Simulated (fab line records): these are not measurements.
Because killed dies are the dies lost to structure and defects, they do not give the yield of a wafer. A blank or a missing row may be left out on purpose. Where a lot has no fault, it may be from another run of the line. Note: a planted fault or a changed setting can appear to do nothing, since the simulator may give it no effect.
fab line records + flow nand-harc
record
- lots=13
- wafers=39
- last-day=34
route steps=1302 shown A_SLIT@934 A_WL_FILL@959 A_CONTACT@983
lots that met no fault: from a run of the same line without faults
start-h: hours from the record's first day to the start of the lot's first wafer shown + wait-h: time in hours since the lot's previous step + " repeats the value in the row above + L1.1+2: one row covering several wafers at once + - value missing, or start not given + * or withheld: withheld + < > ~ a bound
route shown NAME@n: NAME is a module with steps in the file, n the number in the route of the first one + usual: the fault-free wafers' mean and standard deviation + same: alike in all rows + chamber/n: place in a boat + sites: per-site readings + _std_site: the values' standard deviation + _edge_site: outer sites' mean less inner sites' + radius-mm: how far each site lies from the wafer's centre + mask NAME#n: copy n + behind: the last tool/chamber to shape the wafer + hold: cause of the lot's hold/its duration in hours/its outcome + device: whichever transistor did not switch (one of n, p or np) + end of line: tests run on the same wafers once the route is complete + step lacking rows: just its recipe + killed: not the wafer's yield, but the dies lost to structure and defects at the first sort + map: dies across one wafer; x = killed, . = not, _ = none there
set.NAME: setting as actually run; set.NAME@STEP: the setting as run at that earlier step + model.NAME: the simulator's own value behind a step, which no gauge read
route steps across a sampled set of lots; one table per step, one row per wafer
services: from which hour (start-h, from the record's first day; less than 0 if before it) a tool's chamber was out of use, for how many hours, and why
## steps
# step NHARC_A_SLIT_OVL_MEAS_10
# usual
- overlay-x-nm=-0.2/0.72
- overlay-y-nm=-0.1/0.87
| lot.wafer | tool       | chamber | start-h | wait-h | overlay-x-nm | overlay-y-nm |
|-----------|------------|---------|---------|--------|--------------|--------------|
| L796.2    | overlay-01 | -       | 449.25  | -      | -1.6         | -0.2         |
| L796.3    | "          | -       | "       | "      | -1.8         | 0.3          |
| L796.5    | "          | -       | "       | "      | -1.0         | 0.5          |
| L798.1    | overlay-01 | -       | 463.46  | -      | -0.7         | -0.9         |
| L798.2    | "          | -       | "       | "      | -0.9         | -1.4         |
| L798.6    | "          | -       | "       | "      | -0.3         | -0.8         |
| L797.1    | overlay-01 | -       | 463.82  | -      | -1.1         | 0.2          |
| L797.2    | "          | -       | "       | "      | -0.6         | -0.2         |
| L797.4    | "          | -       | "       | "      | -0.1         | 0.9          |
| L802.2    | overlay-02 | -       | 506.71  | -      | 0.6          | 0.3          |
| L802.3    | "          | -       | "       | "      | 0.3          | 0.5          |
| L802.5    | "          | -       | "       | "      | 1.0          | 0.8          |
| L803.3    | overlay-01 | -       | 532.25  | -      | 0.2          | -0.7         |
| L803.5    | "          | -       | "       | "      | -0.5         | -1.1         |
| L803.6    | "          | -       | "       | "      | 0.0          | -0.7         |
| L804.2    | overlay-02 | -       | 544.92  | -      | -0.2         | -0.9         |
| L804.3    | "          | -       | "       | "      | -0.1         | -0.6         |
| L804.4    | "          | -       | "       | "      | -0.2         | -0.3         |
| L809.3    | overlay-02 | -       | 585.66  | -      | -0.4         | 0.4          |
| L809.4    | "          | -       | "       | "      | 0.2          | 0.6          |
| L809.6    | "          | -       | "       | "      | -0.1         | 1.0          |
| L813.1    | overlay-01 | -       | 605.50  | -      | 0.6          | -0.2         |
| L813.2    | "          | -       | "       | "      | -0.1         | -0.1         |
| L813.3    | "          | -       | "       | "      | 0.2          | -0.3         |
| L811.3    | overlay-01 | -       | 606.12  | -      | -0.6         | -0.1         |
| L811.4    | "          | -       | "       | "      | -0.6         | -0.1         |
| L811.6    | "          | -       | "       | "      | -0.7         | 0.1          |
| L812.2    | overlay-02 | -       | 609.32  | -      | -0.1         | -1.9         |
| L812.4    | "          | -       | "       | "      | 0.2          | -2.2         |
| L812.5    | "          | -       | "       | "      | -0.2         | -1.9         |
| L814.4    | overlay-02 | -       | 630.23  | -      | -0.2         | 0.2          |
| L814.5    | "          | -       | "       | "      | 0.3          | 0.5          |
| L814.6    | "          | -       | "       | "      | 0.3          | 0.7          |
| L815.1    | overlay-02 | -       | 639.31  | -      | -0.4         | -0.8         |
| L815.3    | "          | -       | "       | "      | -0.5         | -1.0         |
| L815.4    | "          | -       | "       | "      | -0.7         | -1.1         |
| L818.2    | overlay-01 | -       | 692.23  | -      | 0.2          | 1.2          |
| L818.3    | "          | -       | "       | "      | 0.1          | 0.6          |
| L818.6    | "          | -       | "       | "      | -0.1         | 0.6          |
# step NHARC_A_WL_FILL_STRIP_27
# recipe
- power-w=1500
- temp-c=250
- time-s=20
- chemistry=N2/H2
# usual
- drypump-motor-current-A=5.59/0.22
- heater-power-w=332/18
| lot.wafer | tool            | chamber | start-h | wait-h | drypump-motor-current-A | heater-power-w | rf-hours-counter-h |
|-----------|-----------------|---------|---------|--------|-------------------------|----------------|--------------------|
| L796.2    | plasma-asher-02 | 1       | 464.09  | 0.1    | 5.96                    | 319            | 4                  |
| L796.3    | "               | 0       | "       | "      | 5.43                    | 342            | -                  |
| L796.5    | "               | 1       | "       | "      | 5.96                    | 321            | -                  |
| L797.1    | plasma-asher-01 | 1       | 478.21  | 0.1    | 5.49                    | 341            | 27                 |
| L797.2    | "               | 0       | "       | "      | 5.48                    | 343            | 27                 |
| L797.4    | "               | 1       | "       | "      | 5.50                    | 348            | -                  |
| L798.1    | plasma-asher-02 | 1       | 478.22  | 0.1    | 5.94                    | 326            | 6                  |
| L798.2    | "               | 0       | "       | "      | 5.38                    | 346            | 6                  |
| L798.6    | "               | 1       | "       | "      | 5.92                    | 320            | -                  |
| L802.2    | plasma-asher-01 | 0       | 528.16  | 0.3    | 5.48                    | 325            | 0                  |
| L802.3    | "               | 0       | "       | "      | 5.48                    | 328            | -                  |
| L802.5    | "               | 0       | "       | "      | 5.49                    | 323            | -                  |
| L803.3    | plasma-asher-02 | 1       | 547.03  | 0.1    | 5.98                    | 319            | -                  |
| L803.6    | "               | 1       | "       | "      | 5.95                    | 314            | -                  |
| L803.5    | "               | 0       | "       | "      | 5.38                    | 349            | -                  |
| L804.2    | plasma-asher-02 | 1       | 563.68  | 0.2    | 5.95                    | 314            | 27                 |
| L804.4    | "               | 0       | "       | "      | 5.43                    | 352            | -                  |
| L804.3    | "               | 1       | "       | "      | 5.95                    | 308            | -                  |
| L809.3    | plasma-asher-01 | 0       | 604.55  | 0.1    | 5.47                    | 319            | -                  |
| L809.4    | "               | 1       | "       | "      | 5.49                    | 329            | -                  |
| L809.6    | "               | 0       | "       | "      | 5.48                    | 326            | -                  |
| L813.2    | plasma-asher-02 | 0       | 620.39  | 0.1    | 5.40                    | 353            | 1                  |
| L813.1    | "               | 1       | "       | "      | 5.95                    | 303            | 1                  |
| L813.3    | "               | 0       | "       | "      | 5.40                    | 348            | -                  |
| L811.3    | plasma-asher-01 | 0       | 623.54  | 0.1    | 5.47                    | 321            | -                  |
| L811.4    | "               | 1       | "       | "      | 5.48                    | 331            | -                  |
| L811.6    | "               | 0       | "       | "      | 5.49                    | 337            | -                  |
| L812.2    | plasma-asher-02 | 0       | 625.29  | 0.1    | 5.43                    | 357            | 3                  |
| L812.4    | "               | 1       | "       | "      | 5.90                    | 282            | -                  |
| L812.5    | "               | 1       | "       | "      | 5.94                    | 305            | -                  |
| L814.4    | plasma-asher-02 | 0       | 644.95  | 0.1    | 5.41                    | 344            | -                  |
| L814.6    | "               | 0       | "       | "      | 5.42                    | 350            | -                  |
| L814.5    | "               | 1       | "       | "      | 5.95                    | 300            | -                  |
| L815.1    | plasma-asher-02 | 0       | 654.28  | 0.1    | 5.43                    | 356            | 7                  |
| L815.4    | "               | 0       | "       | "      | 5.42                    | 340            | -                  |
| L815.3    | "               | 1       | "       | "      | 5.98                    | 298            | -                  |
| L818.2    | plasma-asher-02 | 1       | 709.11  | 0.1    | 5.94                    | 303            | 21                 |
| L818.3    | "               | 0       | "       | "      | 5.40                    | 358            | -                  |
| L818.6    | "               | 1       | "       | "      | 5.96                    | 304            | -                  |
# step NHARC_A_WL_FILL_ETCHBACK_16
# recipe
- target-depth-a=1200
- time-s=24
- c4f8-flow-sccm=withheld
- o2-flow-sccm=8
- ar-flow-sccm=withheld
- rf-w=600
- bias-w=800
- chemistry=C4F8/O2/Ar
# usual
- chamber-pressure-mTorr=24.998/0.024
- oes-product-au=0.97/0.034
- rf-vpp-V=724/5
- run-length-s=45.4/0.32
| lot.wafer | tool        | chamber | start-h | wait-h | chamber-pressure-mTorr | oes-product-au | rf-hours-counter-h | rf-vpp-V | run-length-s |
|-----------|-------------|---------|---------|--------|------------------------|----------------|--------------------|----------|--------------|
| L796.3    | rie-diel-12 | 0       | 473.43  | -      | 24.970                 | 1.00           | 1.0                | 728      | 45.5         |
| L796.2    | "           | 2       | "       | "      | 24.981                 | 0.99           | 1.6                | 729      | 45.8         |
| L796.5    | "           | 0       | "       | "      | 24.987                 | 1.00           | -                  | 727      | 45.6         |
| L797.4    | rie-diel-13 | 3       | 489.52  | -      | 24.972                 | 1.00           | 3.2                | 729      | 45.3         |
| L797.1    | "           | 1       | "       | "      | 25.010                 | 0.99           | 2.6                | 730      | 45.2         |
| L797.2    | "           | 2       | "       | "      | 24.976                 | 0.98           | 3.0                | 718      | 45.5         |
| L798.1    | rie-diel-12 | 0       | 489.55  | -      | 25.051                 | 1.00           | 2.7                | 729      | 45.6         |
| L798.2    | "           | 1       | "       | "      | 24.982                 | 1.00           | 2.8                | 725      | 44.8         |
| L798.6    | "           | 2       | "       | "      | 24.995                 | 1.00           | -                  | 730      | 46.0         |
| L802.3    | rie-diel-13 | 0       | 537.65  | -      | 24.990                 | 0.99           | 0.5                | 722      | 75.7         |
| L802.2    | "           | 1       | "       | "      | 25.017                 | 0.99           | 0.5                | 731      | 75.8         |
| L802.5    | "           | 2       | "       | "      | 25.018                 | 1.00           | -                  | 716      | 75.9         |
| L803.3    | rie-diel-13 | 1       | 556.72  | -      | 25.059                 | 0.92           | 0.8                | 730      | 75.6         |
| L803.5    | "           | 1       | "       | "      | 25.006                 | 0.92           | -                  | 729      | 75.5         |
| L803.6    | "           | 2       | "       | "      | 24.992                 | 0.94           | -                  | 717      | 76.6         |
| L804.2    | rie-diel-12 | 1       | 577.61  | -      | 24.991                 | 0.91           | 7.4                | 725      | 44.9         |
| L804.4    | "           | 2       | "       | "      | 25.016                 | 0.92           | 7.6                | 729      | 45.4         |
| L804.3    | "           | 0       | "       | "      | 24.975                 | 0.93           | 6.5                | 727      | 46.0         |
| L809.4    | rie-diel-12 | 0       | 614.41  | -      | 25.018                 | 1.01           | 8.8                | 728      | 45.6         |
| L809.3    | "           | 2       | "       | "      | 25.008                 | 0.99           | 9.4                | 729      | 45.7         |
| L809.6    | "           | 3       | "       | "      | 24.984                 | 1.00           | -                  | 722      | 45.3         |
| L813.3    | rie-diel-13 | 2       | 629.91  | -      | 25.027                 | 1.00           | 2.7                | 717      | 45.6         |
| L813.1    | "           | 3       | "       | "      | 24.979                 | 0.99           | 2.9                | 729      | 45.1         |
| L813.2    | "           | 0       | "       | "      | 25.036                 | 0.99           | 2.8                | 723      | 45.4         |
| L811.3    | rie-diel-13 | 2       | 633.42  | -      | 25.017                 | 0.99           | 2.7                | 718      | 45.4         |
| L811.4    | "           | 3       | "       | "      | 24.996                 | 0.99           | 2.9                | 732      | 44.9         |
| L811.6    | "           | 1       | "       | "      | 24.978                 | 1.00           | -                  | 730      | 45.4         |
| L812.4    | rie-diel-13 | 2       | 636.56  | -      | 24.988                 | 1.00           | 2.7                | 718      | 45.8         |
| L812.2    | "           | 0       | "       | "      | 25.024                 | 1.00           | 2.8                | 723      | 45.9         |
| L812.5    | "           | 1       | "       | "      | 24.973                 | 1.00           | -                  | 731      | 45.3         |
| L814.4    | rie-diel-09 | 1       | 654.96  | -      | 24.995                 | 0.93           | 4.5                | 722      | 45.4         |
| L814.6    | "           | 1       | "       | "      | 24.965                 | 0.93           | -                  | 724      | 45.4         |
| L814.5    | "           | 2       | "       | "      | 25.001                 | 0.91           | -                  | 719      | 45.1         |
| L815.3    | rie-diel-09 | 1       | 666.61  | -      | 24.997                 | 0.93           | 4.6                | 725      | 45.3         |
| L815.4    | "           | 2       | "       | "      | 25.067                 | 0.91           | 4.7                | 721      | 45.1         |
| L815.1    | "           | 3       | "       | "      | 25.006                 | 0.94           | 4.3                | 717      | 45.4         |
| L818.3    | rie-diel-13 | 0       | 721.64  | -      | 25.042                 | 0.99           | 0.3                | 725      | 45.4         |
| L818.2    | "           | 2       | "       | "      | 25.031                 | 0.99           | 0.3                | 717      | 45.7         |
| L818.6    | "           | 1       | "       | "      | 25.027                 | 0.99           | -                  | 732      | 45.6         |
# step NHARC_A_CONTACT_DEP_24
# recipe
- target-thk-a=5000
- temp-c=400
- pressure-torr=6.5
- rf-w=900
- teos-flow-sccm=161.4
- flow-sccm=2650
- target-thk-nm=500
- gas=O2
- material=SiO2
# usual
- heater-power-w=562/100
- susceptor-temp-C=400.00/0.22
- throttle-valve-pct=15.9/0.37
| lot.wafer | tool     | chamber | start-h | wait-h | heater-power-w | susceptor-temp-C | throttle-valve-pct |
|-----------|----------|---------|---------|--------|----------------|------------------|--------------------|
| L796.3    | pecvd-03 | 0       | 480.06  | 0.1    | 560            | 399.90           | 15.9               |
| L796.2    | "        | 1       | "       | "      | 525            | 399.91           | 15.4               |
| L796.5    | "        | 1       | "       | "      | 528            | 399.74           | 15.5               |
| L797.2    | pecvd-02 | 0       | 496.14  | 0.1    | 555            | 400.15           | 15.8               |
| L797.1    | "        | 1       | "       | "      | 438            | 399.88           | 15.8               |
| L797.4    | "        | 0       | "       | "      | 600            | 400.05           | 15.7               |
| L798.2    | pecvd-03 | 0       | 496.36  | 0.3    | 569            | 400.47           | 15.9               |
| L798.1    | "        | 1       | "       | "      | 459            | 399.99           | 15.8               |
| L798.6    | "        | 0       | "       | "      | 562            | 400.68           | 16.2               |
| L802.2    | pecvd-01 | 0       | 544.27  | 0.1    | 598            | 400.25           | 16.3               |
| L802.3    | "        | 2       | "       | "      | 673            | 399.88           | 16.0               |
| L802.5    | "        | 0       | "       | "      | 657            | 400.13           | 15.9               |
| L803.3    | pecvd-01 | 0       | 563.29  | 0.1    | 729            | 400.00           | 16.1               |
| L803.5    | "        | 0       | "       | "      | 731            | 400.09           | 15.9               |
| L803.6    | "        | 1       | "       | "      | 710            | 400.24           | 16.2               |
| L804.2    | pecvd-02 | 1       | 584.36  | 0.2    | 411            | 399.97           | 16.2               |
| L804.4    | "        | 0       | "       | "      | 534            | 400.04           | 15.8               |
| L804.3    | "        | 1       | "       | "      | 446            | 399.78           | 16.1               |
| L809.3    | pecvd-03 | 0       | 621.15  | 0.1    | 427            | 399.78           | 16.1               |
| L809.4    | "        | 0       | "       | "      | 473            | 399.80           | 15.9               |
| L809.6    | "        | 1       | "       | "      | 410            | 399.96           | 14.9               |
| L813.1    | pecvd-02 | 1       | 636.38  | 0.1    | 499            | 400.07           | 15.6               |
| L813.2    | "        | 2       | "       | "      | 376            | 399.65           | 15.5               |
| L813.3    | "        | 0       | "       | "      | 649            | 399.53           | 16.2               |
| L811.3    | pecvd-01 | 1       | 640.02  | 0.1    | 691            | 400.17           | 16.6               |
| L811.4    | "        | 2       | "       | "      | 664            | 399.78           | 16.0               |
| L811.6    | "        | 0       | "       | "      | 759            | 399.96           | 16.3               |
| L812.2    | pecvd-02 | 2       | 643.18  | 0.1    | 442            | 400.06           | 15.7               |
| L812.5    | "        | 1       | "       | "      | 498            | 399.64           | 15.8               |
| L812.4    | "        | 2       | "       | "      | 462            | 399.96           | 15.8               |
| L814.4    | pecvd-02 | 1       | 661.92  | 0.5    | 424            | 400.17           | 15.9               |
| L814.6    | "        | 2       | "       | "      | 360            | 399.91           | 15.8               |
| L814.5    | "        | 0       | "       | "      | 521            | 399.94           | 16.1               |
| L815.1    | pecvd-02 | 0       | 673.21  | 0.1    | 564            | 399.98           | 16.2               |
| L815.3    | "        | 1       | "       | "      | 396            | 400.16           | 15.8               |
| L815.4    | "        | 2       | "       | "      | 484            | 399.58           | 15.5               |
| L818.3    | pecvd-03 | 1       | 728.17  | 0.1    | 494            | 399.92           | 15.1               |
| L818.2    | "        | 0       | "       | "      | 559            | 400.03           | 16.3               |
| L818.6    | "        | 1       | "       | "      | 515            | 399.92           | 15.0               |
## services
| tool            | chamber | start-h | hours | kind   |
|-----------------|---------|---------|-------|--------|
| rie-diel-12     | -       | 445.40  | 9.0   | pm     |
| rie-diel-13     | -       | 456.43  | 0.1   | repair |
| pecvd-01        | 1       | 464.36  | 8.1   | repair |
| pecvd-01        | -       | 492.12  | 13.0  | pm     |
| rie-diel-12     | -       | 498.26  | 2.2   | repair |
| rie-diel-13     | 2       | 508.51  | 3.1   | repair |
| rie-diel-13     | -       | 519.00  | 9.0   | pm     |
| plasma-asher-01 | -       | 519.14  | 9.0   | pm     |
| pecvd-02        | -       | 527.72  | 0.9   | repair |
| rie-diel-12     | 0       | 540.41  | 19.7  | repair |
| pecvd-03        | -       | 547.30  | 13.0  | pm     |
| plasma-asher-01 | -       | 559.61  | 12.9  | repair |
| plasma-asher-02 | -       | 572.09  | 6.4   | repair |
| pecvd-02        | 2       | 572.62  | 15.2  | repair |
| pecvd-01        | -       | 585.73  | 1.9   | repair |
| pecvd-02        | -       | 589.11  | 13.0  | pm     |
| plasma-asher-02 | -       | 608.22  | 9.0   | pm     |
| rie-diel-12     | -       | 622.40  | 9.0   | pm     |
| rie-diel-13     | -       | 632.10  | 0.8   | repair |
| rie-diel-12     | 3       | 633.97  | 1.4   | repair |
| rie-diel-13     | -       | 696.00  | 9.0   | pm     |
| plasma-asher-01 | -       | 696.14  | 9.0   | pm     |
| rie-diel-13     | 2       | 722.26  | 8.8   | repair |
| pecvd-02        | 2       | 726.75  | 3.5   | repair |
## key
first-sign
- step=NHARC_A_WL_FILL_ETCHBACK_16
- reading=run-length-s
- direction=up
- sigmas=95
- usual=*
- struck=*
effect none on later readings
met-at NHARC_A_WL_FILL_ETCHBACK_16
struck-lots L802,L803
tester-left-out L802,L803
not-acting-at NHARC_A_SLIT_OVL_MEAS_10,NHARC_A_WL_FILL_STRIP_27,NHARC_A_CONTACT_DEP_24
onset-between 489.52 537.65
fault
- kind=process-parameter-drift
- tool=rie-diel-13
- chamber=-
- onset-h=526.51
- steps=NHARC_A_WL_FILL_ETCHBACK_16
- channel=time-s
- offset=*
- shape=step
- end-h=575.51
- acts-in=*
- stated=*
# tester-left-out: of these lots the tester's yield and bins aren't shown, on N5 and GAA mostly nor the transistor test; their killed dies are dies lost to structure and defects alone, not to doping, threshold or leakage, so they don't give the yield
